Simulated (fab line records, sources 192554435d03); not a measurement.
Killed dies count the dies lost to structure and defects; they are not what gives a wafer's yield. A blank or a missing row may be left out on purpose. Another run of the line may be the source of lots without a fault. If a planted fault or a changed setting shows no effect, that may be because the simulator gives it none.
Chamber matching    flow n5-finfet    pecvd-04 running N5_FIN_SAQP_PECVD_47: 3 sister chambers
The step deposits a-Si from SiH4/He, target thk 45 nm, time 36.3 s. 3 wafers are shown with their chamber, then 11 later ones without.

## WAFERS WITH THEIR CHAMBER
wafer   chamber  throttle-valve-pct (%)
L084.1  0        17.4
L084.3  2        16.7
L085.2  1        17.0

## WAFERS WITH NO CHAMBER GIVEN
wafer   throttle-valve-pct (%)
L085.5  17.0
L085.6  17.5
L091.3  16.9
L091.4  16.9
L091.6  17.6
L094.1  17.6
L094.2  17.0
L094.3  16.7
L096.1  17.1
L096.3  16.9
L096.4  17.7

## WHICH CHAMBER EACH WENT THROUGH
wafer    from the rows above       in truth
L085.5   1                         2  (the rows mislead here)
L085.6   0                         0
L091.3   can't be placed: 1 or 2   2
L091.4   can't be placed: 1 or 2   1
L091.6   0                         0
L094.1   0                         0
L094.2   1                         1
L094.3   2                         2
L096.1   can't be placed: 1 or 0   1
L096.3   can't be placed: 1 or 2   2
L096.4   0                         0
6 of 11 placed correctly. Not placeable from these rows: 4 (in 4, the candidates include the true chamber). Number placed wrongly: 1.
How it was worked out, from the rows above alone: a wafer's distance from a chamber is the root of the sum, over the readings, of the square of ((its reading less the chamber's mean) divided by the reading's scatter). The wafer belongs to the nearest chamber; if the next one is less than 2 further off, it can't be placed. The mean given for a chamber averages the wafers shown for that chamber. The scatter: root of mean squared gap, hidden wafer to nearest shown wafer, with one shown wafer a chamber.
